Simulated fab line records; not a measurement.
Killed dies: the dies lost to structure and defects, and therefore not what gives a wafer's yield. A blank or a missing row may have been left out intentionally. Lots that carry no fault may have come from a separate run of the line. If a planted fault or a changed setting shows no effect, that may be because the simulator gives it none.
fab line records | flow nand-harc
record lots=6 | wafers=14 | last-day=27
route steps=1159 shown P_M2@338 P_BONDPAD@351 END@1159
lots that met no fault: from a run of the same line without faults
start-h: the number of hours between the record's first day and the start of the first shown wafer of the lot | wait-h: hours since the lot's step before | " as in the row above | L1.1+2: several wafers, shown together as one row | - no value, or no start was given | * or withheld: withheld | < > ~ a bound
route shown NAME@n: NAME is a module with steps in the file, n the number in the route of the first one | usual: mean/standard deviation of fault-free wafers | same: alike in all rows | chamber/n: place in a boat | sites: per-site readings | _std_site: their standard deviation | _edge_site: inner sites' mean taken away from outer sites' mean | radius-mm: how far each site lies from the wafer's centre | mask NAME#n: copy n | behind: the tool/chamber that last shaped the wafer | hold: why the lot was held/for how many hours/how that ended | device: the transistor (n, p or np) that didn't switch | end of line: at the end of the route, the tests of the same wafers | for a step that has no rows: nothing shown but its recipe | killed: count of dies lost to structure and defects at first sort (not the wafer's yield) | map: a wafer's dies, x killed, . not, _ none there
set.NAME: setting as actually run; set.NAME@STEP: the setting as run at that earlier step | model.NAME: the simulator's own value behind a step, which no gauge read
lots at some steps of the route; a table a step, a row a wafer
services: a tool's chamber out of use, with start hour (start-h, from the record's first day; less than 0 if before it), hours out, and reason
## steps
# step NHARC_P_M2_DEGAS_29
# recipe temp-c=250 | time-s=60
# usual heater-power-w=342/39
# same time-s=60
lot.wafer | tool           | chamber | start-h | wait-h | heater-power-w
L475.4    | pvd-sputter-03 | -       | 186.75  | -      | 294
L475.3    | "              | -       | "       | "      | 311
L475.5    | "              | -       | "       | "      | 304
L480.1    | pvd-sputter-01 | -       | 198.38  | -      | 372
L480.4    | "              | -       | "       | "      | 419
L480.5    | "              | -       | "       | "      | 370
L478.1    | pvd-sputter-02 | -       | 201.39  | -      | 422
L481.1    | pvd-sputter-01 | -       | 205.24  | -      | 335
L489.4    | pvd-sputter-01 | -       | 223.89  | -      | 369
L489.3    | "              | -       | "       | "      | 313
L489.5    | "              | -       | "       | "      | 366
L490.3    | pvd-sputter-01 | -       | 227.73  | -      | 373
L490.2    | "              | -       | "       | "      | 315
L490.1    | "              | -       | "       | "      | 326
# step NHARC_P_M2_PRE_CLEAN_30
# recipe time-s=30 | temp-c=280 | gas=H2/He
# step NHARC_P_M2_PVD_20
# recipe target-thk-a=50 | bias-v=168.6 | power-w=15000 | chamber-pressure-pa=0.12 | time-s=8.06 | substrate-temp-c=50 | material=TaN
# step NHARC_P_M2_PVD_21
# recipe target-thk-a=300 | chamber-pressure-pa=5 | power-w=5000 | substrate-temp-c=30 | time-s=20.49 | material=Cu
# step NHARC_P_M2_ECD_22
# recipe target-thk-a=4000 | bath-temp-c=25 | material=Cu
# step NHARC_P_M2_ANNEAL_31
# recipe temp-c=225 | time-s=90
# step NHARC_P_M2_CMP_23
# recipe t-overpolish-s=20 | target-thk-nm=144.3
# step NHARC_P_M2_THK_MEAS_24
# recipe thk-meas-gauge=xrf
# usual thk-nm=144.5/1.5
lot.wafer | tool          | chamber | start-h | wait-h | thk-nm
L475.3    | film-metro-02 | -       | 188.29  | -      | 144.5
L475.4    | "             | -       | "       | "      | 144.5
L475.5    | "             | -       | "       | "      | 144.9
L480.1    | film-metro-01 | -       | 199.78  | -      | 146.3
L480.4    | "             | -       | "       | "      | 143.2
L480.5    | "             | -       | "       | "      | 143.7
L478.1    | film-metro-02 | -       | 202.79  | -      | 145.5
L481.1    | film-metro-02 | -       | 206.64  | -      | 144.3
L489.3    | film-metro-02 | -       | 225.36  | -      | 143.1
L489.4    | "             | -       | "       | "      | 145.8
L489.5    | "             | -       | "       | "      | 144.2
L490.1    | film-metro-01 | -       | 229.12  | -      | 146.9
L490.2    | "             | -       | "       | "      | 145.8
L490.3    | "             | -       | "       | "      | 147.0
# step NHARC_P_M2_SRD_25
# step NHARC_P_M2_INSPECT_27
# usual raw-defect-count=348/170
lot.wafer | tool              | chamber | start-h | wait-h | raw-defect-count
L475.3    | defect-inspect-01 | -       | 188.46  | 0.0    | 267
L475.4    | "                 | -       | "       | "      | 384
L475.5    | "                 | -       | "       | "      | 496
L480.1    | defect-inspect-02 | -       | 199.94  | 0.0    | 280
L480.4    | "                 | -       | "       | "      | 174
L480.5    | "                 | -       | "       | "      | 198
L478.1    | defect-inspect-01 | -       | 202.94  | 0.0    | 385
L481.1    | defect-inspect-02 | -       | 206.79  | 0.0    | 365
L489.3    | defect-inspect-01 | -       | 225.51  | 0.0    | 281
L489.4    | "                 | -       | "       | "      | 413
L489.5    | "                 | -       | "       | "      | 336
L490.1    | defect-inspect-02 | -       | 229.28  | 0.0    | 336
L490.2    | "                 | -       | "       | "      | 362
L490.3    | "                 | -       | "       | "      | 361
# step NHARC_P_M2_PRE_CLEAN_32
# recipe time-s=12 | temp-c=370 | rf-power-w=300 | gas=NH3
# step NHARC_P_M2_DEP_33
# recipe target-thk-a=300 | temp-c=370 | target-thk-nm=30 | pressure-torr=3 | flow-sccm=200 | rf-w=450 | material=SiCN
# usual heater-power-w=575/72 | showerhead-vpp-V=1275/79
lot.wafer | tool     | chamber | start-h | wait-h | heater-power-w | showerhead-vpp-V | since-wet-clean-h
L475.3    | pecvd-01 | 1       | 188.61  | 0.1    | 522            | 1406             | 119
L475.4    | "        | 1       | "       | "      | 527            | 1406             | -
L475.5    | "        | 2       | "       | "      | 695            | 1170             | -
L480.1    | pecvd-02 | 0       | 200.19  | 0.1    | 616            | 1148             | 34
L480.5    | "        | 1       | "       | "      | 550            | 1287             | -
L480.4    | "        | 2       | "       | "      | 686            | 1260             | -
L478.1    | pecvd-02 | 1       | 204.28  | 0.1    | 567            | 1318             | 38
L481.1    | pecvd-02 | 1       | 206.98  | 0.1    | 615            | 1312             | 41
L489.3    | pecvd-04 | 0       | 225.75  | 0.1    | 505            | 1334             | 18
L489.5    | "        | 1       | "       | "      | 510            | 1286             | -
L489.4    | "        | 0       | "       | "      | 498            | 1326             | -
L490.1    | pecvd-01 | 0       | 229.43  | 0.1    | 593            | 1284             | 160
L490.3    | "        | 1       | "       | "      | 482            | 1420             | 160
L490.2    | "        | 2       | "       | "      | 687            | 1148             | 160
# step NHARC_P_BONDPAD_DEP_00
# recipe target-thk-a=2500 | temp-c=370 | target-thk-nm=250 | pressure-torr=3 | flow-sccm=200 | rf-w=450 | material=SiCN
# step NHARC_P_BONDPAD_CMP_32
# recipe target-thk-nm=200 | material=SiCN
# step NHARC_P_BONDPAD_THK_MEAS_33
# recipe thk-meas-gauge=ellipsometry
# usual thk-nm=200.1/1.5
lot.wafer | tool          | chamber | start-h | wait-h | thk-nm
L475.3    | film-metro-01 | -       | 189.70  | 0.2    | 201.3
L475.4    | "             | -       | "       | "      | 201.2
L475.5    | "             | -       | "       | "      | 200.0
L480.1    | film-metro-01 | -       | 201.15  | 0.2    | 198.8
L480.4    | "             | -       | "       | "      | 198.7
L480.5    | "             | -       | "       | "      | 200.5
L478.1    | film-metro-01 | -       | 205.44  | 0.2    | 198.5
L481.1    | film-metro-02 | -       | 208.01  | 0.2    | 200.3
L489.3    | film-metro-01 | -       | 226.71  | 0.2    | 199.2
L489.4    | "             | -       | "       | "      | 198.8
L489.5    | "             | -       | "       | "      | 196.2
L490.1    | film-metro-02 | -       | 230.48  | 0.2    | 198.2
L490.2    | "             | -       | "       | "      | 200.2
L490.3    | "             | -       | "       | "      | 198.8
# step NHARC_P_BONDPAD_SRD_34
# step NHARC_P_BONDPAD_DEHYDRATE_01
# recipe temp-c=150 | time-s=120
# step NHARC_P_BONDPAD_HMDS_02
# recipe time-s=30
# step NHARC_P_BONDPAD_COAT_36
# recipe temp-c=200 | time-s=65
# step NHARC_P_BONDPAD_COAT_03
# recipe spin-rpm=2000 | resist-thk-nm=600
# step NHARC_P_BONDPAD_SOFTBAKE_04
# recipe temp-c=125 | time-s=70
# step NHARC_P_BONDPAD_EBR_05
# step NHARC_P_BONDPAD_EXPOSE_06
# recipe na=0.55 | dose-mj=37.06 | mask-id=P_BPAD
# step NHARC_P_BONDPAD_PEB_07
# recipe peb-temp-c=128 | peb-time-s=80
# step NHARC_P_BONDPAD_DEVELOP_08
# recipe time-s=50 | dev-temp-c=22
# step NHARC_P_BONDPAD_CD_MEAS_09
# recipe target-cd-nm=500 | landing-energy-ev=500
# usual cd-nm=500.8/1.5
lot.wafer | tool      | chamber | start-h | wait-h | cd-nm
L475.3    | cd-sem-01 | 0       | 190.27  | -      | 499.3
L475.4    | "         | 0       | "       | "      | 501.4
L475.5    | "         | 0       | "       | "      | 501.7
L480.1    | cd-sem-02 | 0       | 201.60  | -      | 500.1
L480.4    | "         | 0       | "       | "      | 502.4
L480.5    | "         | 0       | "       | "      | 499.7
L478.1    | cd-sem-03 | 0       | 206.02  | -      | 500.9
L481.1    | cd-sem-01 | 0       | 208.45  | -      | 500.0
L489.3    | cd-sem-02 | 0       | 227.29  | -      | 500.9
L489.4    | "         | 0       | "       | "      | 503.6
L489.5    | "         | 0       | "       | "      | 501.5
L490.1    | cd-sem-02 | 0       | 231.01  | -      | 501.1
L490.2    | "         | 0       | "       | "      | 501.4
L490.3    | "         | 0       | "       | "      | 501.3
# step NHARC_P_BONDPAD_OVL_MEAS_38
# usual overlay-x-nm=-2/6.6 | overlay-y-nm=-1/7.3
lot.wafer | tool       | chamber | start-h | wait-h | overlay-x-nm | overlay-y-nm
L475.3    | overlay-02 | -       | 190.36  | -      | 5            | -8
L475.4    | "          | -       | "       | "      | 4            | -8
L475.5    | "          | -       | "       | "      | 5            | -8
L480.1    | overlay-01 | -       | 201.69  | -      | 5            | -10
L480.4    | "          | -       | "       | "      | 6            | -9
L480.5    | "          | -       | "       | "      | 5            | -9
L478.1    | overlay-01 | -       | 206.11  | -      | -8           | -12
L481.1    | overlay-02 | -       | 208.54  | -      | -4           | 1
L489.3    | overlay-01 | -       | 227.37  | -      | -9           | 4
L489.4    | "          | -       | "       | "      | -10          | 4
L489.5    | "          | -       | "       | "      | -10          | 3
L490.1    | overlay-01 | -       | 231.10  | -      | -11          | -12
L490.2    | "          | -       | "       | "      | -11          | -12
L490.3    | "          | -       | "       | "      | -11          | -12
# step NHARC_P_BONDPAD_HARDBAKE_10
# recipe temp-c=118 | time-s=65
# step NHARC_P_BONDPAD_DESCUM_11
# recipe time-s=3 | o2-flow-sccm=200 | ar-flow-sccm=0 | bias-power-w=0 | chemistry=O2
# usual drypump-motor-current-A=5.9/0.32 | mfc-ar-sccm=0.008/0.014 | oes-product-au=0.996/0.011 | rf-vpp-V=57.9/0.87 | showerhead-plenum-p-Torr=1.93/0.082 | throttle-valve-pct=11.311/0.0083
# same time-s=3
lot.wafer | tool        | chamber | start-h | wait-h | drypump-motor-current-A | mfc-ar-sccm | oes-product-au | rf-hours-counter-h | rf-vpp-V | showerhead-plenum-p-Torr | throttle-valve-pct
L475.4    | rie-diel-05 | 3       | 190.48  | -      | 5.5                     | 0.017       | 0.998          | 4                  | 57.5     | 1.85                     | 11.311
L475.3    | "           | 2       | "       | "      | 6.4                     | 0           | 0.999          | 3                  | 58.1     | 2.01                     | 11.323
L475.5    | "           | 0       | "       | "      | 5.2                     | 0           | 0.987          | -                  | 57.6     | 1.94                     | 11.302
L480.1    | rie-diel-01 | 1       | 201.81  | -      | 6.4                     | 0           | 0.976          | 6                  | 58.3     | 1.84                     | 11.298
L480.4    | "           | 2       | "       | "      | 6.0                     | 0           | 1.004          | 7                  | 58.2     | 2.03                     | 11.306
L480.5    | "           | 1       | "       | "      | 6.4                     | 0           | 0.970          | -                  | 57.7     | 1.84                     | 11.330
L478.1    | rie-diel-11 | 2       | 206.26  | -      | 5.8                     | 0           | 0.982          | 3                  | 57.2     | 1.80                     | 11.308
L481.1    | rie-diel-01 | 2       | 208.68  | -      | 6.0                     | 0           | 1.012          | 8                  | 56.7     | 2.03                     | 11.328
L489.4    | rie-diel-01 | 2       | 227.49  | -      | 6.0                     | 0           | 1.009          | 10                 | 58.4     | 2.03                     | 11.300
L489.3    | "           | 1       | "       | "      | 6.4                     | 0           | 0.973          | 9                  | 57.3     | 1.84                     | 11.315
L489.5    | "           | 3       | "       | "      | 5.7                     | 0           | 0.991          | -                  | 57.8     | 1.90                     | 11.306
L490.3    | rie-diel-01 | 3       | 231.22  | -      | 5.7                     | 0           | 0.997          | 12                 | 56.9     | 1.90                     | 11.305
L490.2    | "           | 1       | "       | "      | 6.4                     | 0           | 0.969          | 10                 | 57.5     | 1.84                     | 11.312
L490.1    | "           | 2       | "       | "      | 6.0                     | 0           | 1.000          | 10                 | 58.7     | 2.03                     | 11.312
# step NHARC_P_BONDPAD_ETCH_37
# recipe target-depth-a=600 | overetch-a=180 | time-s=65.91 | ion-energy-ev=200 | n2-flow-sccm=150 | h2-flow-sccm=150 | ar-flow-sccm=0 | rf-w=400 | bias-w=150 | chemistry=N2/H2
# step NHARC_P_BONDPAD_ETCH_12
# recipe target-depth-a=2000 | time-s=100 | chf3-flow-sccm=50 | o2-flow-sccm=10 | ar-flow-sccm=200 | rf-w=500 | bias-w=200 | chemistry=CHF3/O2
# step NHARC_P_BONDPAD_CD_MEAS_13
# usual cd-nm=500.1/1.6
lot.wafer | tool      | chamber | start-h | wait-h | cd-nm
L475.3    | cd-sem-03 | -       | 190.80  | -      | 498.8
L475.4    | "         | -       | "       | "      | 501.0
L475.5    | "         | -       | "       | "      | 500.7
L480.1    | cd-sem-02 | -       | 202.13  | -      | 498.7
L480.4    | "         | -       | "       | "      | 501.6
L480.5    | "         | -       | "       | "      | 499.5
L478.1    | cd-sem-01 | -       | 206.55  | -      | 500.9
L481.1    | cd-sem-01 | -       | 208.99  | -      | 498.9
L489.3    | cd-sem-02 | -       | 227.81  | -      | 500.5
L489.4    | "         | -       | "       | "      | 502.9
L489.5    | "         | -       | "       | "      | 500.6
L490.1    | cd-sem-01 | -       | 231.54  | -      | 501.8
L490.2    | "         | -       | "       | "      | 500.2
L490.3    | "         | -       | "       | "      | 500.3
# step NHARC_P_BONDPAD_STRIP_15
# recipe o2-flow-sccm=500 | ar-flow-sccm=0 | bias-w=0 | chemistry=O2
# usual drypump-motor-current-A=5.9/0.35 | mfc-ar-sccm=0.009/0.015 | oes-product-au=0.997/0.011 | rf-vpp-V=57.9/0.91 | showerhead-plenum-p-Torr=3.57/0.14 | throttle-valve-pct=17.037/0.0089
lot.wafer | tool        | chamber | start-h | wait-h | drypump-motor-current-A | mfc-ar-sccm | oes-product-au | rf-hours-counter-h | rf-vpp-V | showerhead-plenum-p-Torr | throttle-valve-pct
L475.4    | rie-diel-05 | 0       | 190.87  | 0.1    | 5.2                     | 0           | 1.001          | 3                  | 57.2     | 3.57                     | 17.021
L475.3    | "           | 1       | "       | "      | 6.1                     | 0           | 1.000          | 3                  | 58.3     | 3.48                     | 17.035
L475.5    | "           | 1       | "       | "      | 6.1                     | 0           | 0.999          | -                  | 59.1     | 3.49                     | 17.022
L480.4    | rie-diel-01 | 1       | 202.20  | 0.1    | 6.5                     | 0           | 0.980          | 6                  | 57.8     | 3.40                     | 17.053
L480.1    | "           | 3       | "       | "      | 5.8                     | 0           | 1.000          | 8                  | 58.1     | 3.51                     | 17.037
L480.5    | "           | 2       | "       | "      | 6.0                     | 0           | 1.000          | -                  | 58.2     | 3.74                     | 17.042
L478.1    | rie-diel-11 | 3       | 206.64  | 0.1    | 5.3                     | 0.040       | 0.998          | 3                  | 57.6     | 3.61                     | 17.029
L481.1    | rie-diel-11 | 2       | 209.10  | 0.1    | 5.9                     | 0           | 0.988          | 3                  | 57.8     | 3.33                     | 17.036
L489.4    | rie-diel-11 | 1       | 227.92  | 0.1    | 5.8                     | 0           | 1.011          | 0                  | 57.5     | 3.66                     | 17.037
L489.3    | "           | 2       | "       | "      | 5.9                     | 0           | 0.996          | 6                  | 57.2     | 3.33                     | 17.045
L489.5    | "           | 3       | "       | "      | 5.3                     | 0.040       | 1.006          | -                  | 56.4     | 3.61                     | 17.037
L490.3    | rie-diel-01 | 0       | 231.61  | 0.1    | 6.0                     | 0.033       | 0.986          | 11                 | 57.8     | 3.59                     | 17.032
L490.1    | "           | 1       | "       | "      | 6.4                     | 0           | 0.977          | 10                 | 57.8     | 3.40                     | 17.040
L490.2    | "           | 3       | "       | "      | 5.8                     | 0           | 0.997          | 12                 | 57.5     | 3.51                     | 17.035
# step NHARC_P_BONDPAD_ETCH_24
# recipe target-depth-a=300 | over-etch-frac=0.3 | time-s=72.99 | ion-energy-ev=150 | cf4-flow-sccm=50 | n2-flow-sccm=100 | ar-flow-sccm=150 | rf-w=300 | bias-w=100 | chemistry=CF4/N2
# usual drypump-motor-current-A=5.9/0.34 | mfc-ar-sccm=150.0/0.41 | oes-product-au=0.996/0.011 | rf-vpp-V=314.7/2.1 | showerhead-plenum-p-Torr=2.66/0.11 | throttle-valve-pct=19.795/0.009
# same time-s=72.99
lot.wafer | tool        | chamber | start-h | wait-h | drypump-motor-current-A | mfc-ar-sccm | oes-product-au | rf-hours-counter-h | rf-vpp-V | showerhead-plenum-p-Torr | throttle-valve-pct
L475.3    | rie-diel-05 | 0       | -       | -      | 5.3                     | 149.6       | 0.995          | 4                  | 315.3    | 2.65                     | 19.791
L475.4    | "           | 2       | "       | "      | 6.5                     | 150.4       | 0.994          | 3                  | 316.5    | 2.75                     | 19.799
L475.5    | "           | 0       | "       | "      | 5.3                     | 149.5       | 0.993          | -                  | 314.2    | 2.65                     | 19.796
L480.1    | rie-diel-01 | 2       | -       | -      | 6.0                     | 150.0       | 0.999          | 7                  | 316.8    | 2.78                     | 19.803
L480.4    | "           | 0       | "       | "      | 6.0                     | 149.9       | 0.995          | 8                  | 315.1    | 2.68                     | 19.798
L480.5    | "           | 2       | "       | "      | 6.0                     | 149.5       | 1.002          | -                  | 316.7    | 2.78                     | 19.801
L478.1    | rie-diel-11 | 2       | -       | -      | 5.9                     | 149.8       | 0.984          | 3                  | 310.2    | 2.48                     | 19.778
L481.1    | rie-diel-11 | 0       | -       | -      | 6.0                     | 150.2       | 1.002          | 3                  | 318.3    | 2.84                     | 19.793
L489.4    | rie-diel-11 | 2       | -       | -      | 5.9                     | 150.2       | 0.976          | 6                  | 310.1    | 2.48                     | 19.802
L489.3    | "           | 3       | "       | "      | 5.3                     | 149.8       | 0.992          | 6                  | 316.0    | 2.69                     | 19.790
L489.5    | "           | 1       | "       | "      | 5.8                     | 150.4       | 0.996          | -                  | 315.0    | 2.72                     | 19.801
L490.3    | rie-diel-01 | 2       | -       | -      | 6.0                     | 149.9       | 0.999          | 10                 | 316.9    | 2.78                     | 19.801
L490.2    | "           | 3       | "       | "      | 5.8                     | 149.9       | 0.989          | 12                 | 312.9    | 2.61                     | 19.810
L490.1    | "           | 0       | "       | "      | 6.0                     | 150.0       | 1.002          | 11                 | 314.6    | 2.67                     | 19.788
# step NHARC_P_BONDPAD_STRIP_16
# recipe time-s=600 | temp-c=30 | chemistry=post-etch-residue-remover
# step NHARC_P_BONDPAD_DEGAS_25
# recipe temp-c=300 | time-s=60
# usual heater-power-w=468/50
# same time-s=60
lot.wafer | tool           | chamber | start-h | wait-h | heater-power-w
L475.3    | pvd-sputter-03 | -       | 191.43  | -      | 426
L475.4    | "              | -       | "       | "      | 451
L475.5    | "              | -       | "       | "      | 422
L480.1    | pvd-sputter-01 | -       | 202.75  | -      | 516
L480.4    | "              | -       | "       | "      | 573
L480.5    | "              | -       | "       | "      | 526
L478.1    | pvd-sputter-03 | -       | 207.20  | -      | 451
L481.1    | pvd-sputter-03 | -       | 209.65  | -      | 449
L489.4    | pvd-sputter-01 | -       | 228.45  | -      | 460
L489.3    | "              | -       | "       | "      | 444
L489.5    | "              | -       | "       | "      | 459
L490.2    | pvd-sputter-03 | -       | 232.16  | -      | 438
L490.3    | "              | -       | "       | "      | 443
L490.1    | "              | -       | "       | "      | 418
# step NHARC_P_BONDPAD_PRE_CLEAN_26
# recipe time-s=30 | temp-c=280 | gas=H2/He
# step NHARC_P_BONDPAD_PVD_17
# recipe target-thk-a=50 | bias-v=168.6 | power-w=15000 | chamber-pressure-pa=0.12 | time-s=8.06 | substrate-temp-c=50 | material=TaN
# step NHARC_P_BONDPAD_PVD_27
# recipe target-thk-a=300 | chamber-pressure-pa=5 | power-w=5000 | substrate-temp-c=30 | time-s=20.49 | material=Cu
# step NHARC_P_BONDPAD_ECD_18
# recipe target-thk-a=4000 | bath-temp-c=25 | material=Cu
# step NHARC_P_BONDPAD_ANNEAL_28
# recipe temp-c=225 | time-s=90
# step NHARC_P_BONDPAD_ACTIVATE_29
# recipe time-s=60 | n2-flow-sccm=200 | ar-flow-sccm=0 | bias-power-w=0 | chemistry=N2
# usual drypump-motor-current-A=5.9/0.33 | mfc-ar-sccm=0.008/0.013 | oes-product-au=0.996/0.011 | rf-vpp-V=64.2/0.94 | showerhead-plenum-p-Torr=1.78/0.074
# same time-s=60
lot.wafer | tool        | chamber | start-h | wait-h | hold                     | drypump-motor-current-A | mfc-ar-sccm | oes-product-au | rf-hours-counter-h | rf-vpp-V | showerhead-plenum-p-Torr
L475.4    | rie-diel-01 | 2       | 193.58  | 0.1    | -                        | 6.0                     | 0           | 1.004          | 6                  | 64.5     | 1.88
L475.3    | "           | 0       | "       | "      | -                        | 6.0                     | 0.033       | 0.997          | 7                  | 64.9     | 1.80
L475.5    | "           | 2       | "       | "      | -                        | 6.0                     | 0           | 1.005          | -                  | 63.9     | 1.88
L480.1    | rie-diel-05 | 3       | 204.50  | 0.1    | -                        | 5.5                     | 0.017       | 0.991          | 6                  | 64.2     | 1.70
L480.4    | "           | 1       | "       | "      | -                        | 6.0                     | 0           | 0.999          | 8                  | 63.5     | 1.74
L480.5    | "           | 2       | "       | "      | -                        | 6.4                     | 0           | 0.990          | -                  | 65.5     | 1.85
L478.1    | rie-diel-05 | 3       | 211.79  | 2.6    | await-dispo/2.2h/release | 5.5                     | 0.017       | 1.007          | 7                  | 63.3     | 1.70
L481.1    | rie-diel-11 | 3       | 214.52  | 3.1    | await-dispo/3.0h/release | 5.3                     | 0.040       | 1.001          | 3                  | 64.0     | 1.81
L489.4    | rie-diel-01 | 3       | 230.69  | 0.1    | -                        | 5.7                     | 0           | 0.996          | 12                 | 64.5     | 1.76
L489.3    | "           | 2       | "       | "      | -                        | 6.0                     | 0           | 1.007          | 10                 | 65.5     | 1.88
L489.5    | "           | 0       | "       | "      | -                        | 6.0                     | 0.033       | 1.000          | -                  | 64.0     | 1.80
L490.3    | rie-diel-11 | 2       | 233.87  | 0.1    | -                        | 5.9                     | 0           | 0.973          | 7                  | 64.9     | 1.66
L490.2    | "           | 3       | "       | "      | -                        | 5.4                     | 0.040       | 0.994          | 8                  | 64.0     | 1.81
L490.1    | "           | 0       | "       | "      | -                        | 6.1                     | 0.007       | 1.008          | 8                  | 64.9     | 1.92
# step NHARC_END_SORT_01
# recipe temp-c=25
# usual defect-limited-yield=95.1/1.7 | killed-at-array=29/11 | killed-at-other=0.5/0.85 | killed-at-periphery=3.0/2.3 | killed-dies=33/12 | killed-open=3.3/1.9 | killed-short=2.0/1.5 | sort_bin_2_pct=1.5/0.66 | sort_bin_3_pct=0.25/0.21 | sort_bin_4_pct=3.1/1.2 | sort-n-pass=644/12 | sort-rim-yield-pct=96.7/2 | sort-yield-pct=95.1/1.7
# same gross-dies=677 | sort_bin_5_pct[%]=0 | sort_bin_6_pct[%]=0 | sort_bin_7_pct[%]=0 | sort_bin_8_pct[%]=0 | sort-rim-n-gross=106.00
lot.wafer | tool      | chamber | start-h | wait-h | defect-limited-yield[%] | killed-at-array | killed-at-other | killed-at-periphery | killed-dies | killed-open | killed-short | sort_bin_2_pct[%] | sort_bin_3_pct[%] | sort_bin_4_pct[%] | sort-n-pass | sort-rim-yield-pct[%] | sort-yield-pct[%]
L481.1    | prober-02 | 0       | 591.85  | 2.5    | 83.9                    | 24              | 0               | 85                  | 109         | 4           | 5            | 6.6               | 3.40              | 6.1               | 568         | 85.8                  | 83.9
L478.1    | prober-02 | 0       | 599.70  | 2.5    | 84.3                    | 20              | 1               | 85                  | 106         | 7           | 6            | 6.1               | 3.69              | 5.9               | 571         | 87.7                  | 84.3
L489.3    | prober-01 | 0       | 651.58  | 3.1    | 94.7                    | 33              | 0               | 3                   | 36          | 4           | 2            | 2.1               | 0.30              | 3.0               | 641         | 95.3                  | 94.7
L489.4    | prober-01 | 0       | 652.38  | 3.4    | 95.7                    | 28              | 0               | 1                   | 29          | 1           | 1            | 1.6               | 0.15              | 2.5               | 648         | 94.3                  | 95.7
L489.5    | prober-01 | 0       | 653.18  | 3.7    | 94.2                    | 36              | 0               | 3                   | 39          | 6           | 4            | 1.3               | 0.74              | 3.7               | 638         | 97.2                  | 94.2
# killed by level:class
L481.1 P_M2:unspecified=84 A_CHANNEL_HOLE_D1:chamber-film-flake=7 A_STAIRCASE:chamber-film-flake=5 A_CONTACT:chamber-film-flake=3 A_CONTACT:geometric-particle:open=2 A_M0:geometric-particle:open=2 A_M0:geometric-particle:short=2 A_ONON_D1:geometric-particle:short=1
L478.1 P_M2:unspecified=82 A_SGD_CUT:chamber-film-flake=4 A_CONTACT:chamber-film-flake=4 A_CHANNEL_FILL_D1:geometric-particle:open=3 A_CHANNEL_FILL_D1:geometric-particle:short=2 A_CONTACT:geometric-particle:short=2 P_ZERO_WELL:geometric-particle:short=1 P_M0:geometric-particle:open=1
L489.3 A_CHANNEL_HOLE_D1:chamber-film-flake=22 A_STAIRCASE:chamber-film-flake=5 A_M0:geometric-particle:open=2 P_ZERO_WELL:chamber-film-flake=2 P_STI:geometric-particle:short=1 A_ONON_D1:geometric-particle:open=1 A_CONTACT:geometric-particle:open=1 A_M0:geometric-particle:short=1
L489.4 A_CHANNEL_HOLE_D1:chamber-film-flake=23 A_WL_FILL:geometric-particle:short=1 A_M0:geometric-particle:open=1 P_ZERO_WELL:chamber-film-flake=1 A_STAIRCASE:chamber-film-flake=1 A_SLIT:chamber-film-flake=1 A_M0:chamber-film-flake=1
L489.5 A_CHANNEL_HOLE_D1:chamber-film-flake=22 A_STAIRCASE:chamber-film-flake=5 P_CONTACT:geometric-particle:open=2 A_CONTACT:geometric-particle:short=2 P_M0:geometric-particle:short=1 A_CHANNEL_FILL_D1:geometric-particle:open=1 A_STAIRCASE:geometric-particle:short=1 A_SGD_CUT:geometric-particle:open=1
# map L478.1 (x killed, . not)
____________.____________
_________......._________
_______...x......._______
______.........x...______
_____x.x............_____
____x.xxxx...........____
____xxxxx.......x....____
___xxxxxx.............___
___xxxxxxxx....x......___
__xxxxxxxxx...........x__
__xxxxxxxx.......x.....__
_.xxxxxxxxx............._
_.xxxxxxxxx.x..........._
_.xxxxxxxx.............._
_.xxxxxx.x.............._
_..x.xxx................_
....xxx............x.....
....................x....
.........................
.........................
.....x..............x....
_....................x.x_
_................x......_
_......................._
_..x..........x........._
_......................._
__.....................__
__......xx............x__
___...................___
___...................___
____................x____
____.................____
_____..............._____
______...x.........______
_______...x......._______
_________...x..._________
____________.____________
# map L481.1 (x killed, . not)
____________.____________
_________xxx...._________
_______.......x..._______
______..x...x......______
_____xxx....x......._____
____xxxxx.....x......____
____xxxxxx...........____
___xxxxxx.............___
___xxxxxxx...x........___
__.xxxxxxxx............__
__xxxxxxxxx............__
_.xxxxxxxxx............._
_.xxxxxxxx...........x.._
_.xxxxxxxx.............._
_.xxxxxx................_
_.x.xx.xx..............._
...xxxxxx............x...
..........x..............
..........x..............
.........................
.......x.................
_......................._
_......................._
_......................._
_......................._
_......x........x......._
__.....................__
__.....................__
___..............x....___
___....x..............___
____.........x.......____
____x................____
_____..............._____
______..x........x.______
_______..........._______
_________......._________
____________x____________
## services
tool           | chamber | start-h | hours | kind
rie-diel-05    | -       | 163.60  | 9.0   | pm
rie-diel-01    | 2       | 166.91  | 5.6   | repair
rie-diel-01    | 0       | 171.30  | -     | clean
rie-diel-01    | 1       | 171.30  | -     | clean
rie-diel-01    | 3       | 171.30  | -     | clean
rie-diel-01    | 1       | 173.41  | 8.6   | repair
rie-diel-11    | 0       | 178.67  | 3.2   | repair
pvd-sputter-03 | -       | 179.13  | 6.0   | repair
pecvd-02       | -       | 184.09  | 1.5   | repair
rie-diel-11    | -       | 189.51  | 9.0   | pm
pvd-sputter-01 | -       | 193.37  | 2.8   | repair
pecvd-04       | -       | 195.00  | 13.0  | pm
rie-diel-01    | 0       | 195.80  | -     | clean
rie-diel-01    | 1       | 195.80  | -     | clean
rie-diel-01    | 2       | 195.80  | -     | clean
rie-diel-01    | 3       | 195.80  | -     | clean
rie-diel-05    | 0       | 209.18  | 6.5   | repair
rie-diel-11    | 1       | 212.34  | 12.9  | repair
pvd-sputter-02 | -       | 214.07  | 10.0  | pm
rie-diel-01    | 2       | 215.67  | 2.9   | repair
rie-diel-01    | 0       | 220.30  | -     | clean
rie-diel-01    | 1       | 220.30  | -     | clean
rie-diel-01    | 2       | 220.30  | -     | clean
rie-diel-01    | 3       | 220.30  | -     | clean
## key
first-sign step=NHARC_END_SORT_01 | reading=killed-at-periphery | direction=up | sigmas=36 | usual=3.0 | struck=85
effect step=NHARC_END_SORT_01 | reading=killed-dies | direction=up | sigmas=6.3 | usual=33 | struck=108
more-kills-born-at NHARC_P_M2_DEP_33@pecvd-02=166
met-at NHARC_P_M2_DEP_33
struck-wafers L478.1,L481.1
onset-between 200.19 204.28
fault kind=chamber-particle-source | tool=pecvd-02 | chamber=1 | onset-h=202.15 | steps=NHARC_P_M2_DEP_33 | rate-per-visit-cm2=0.94731 | end-h=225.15
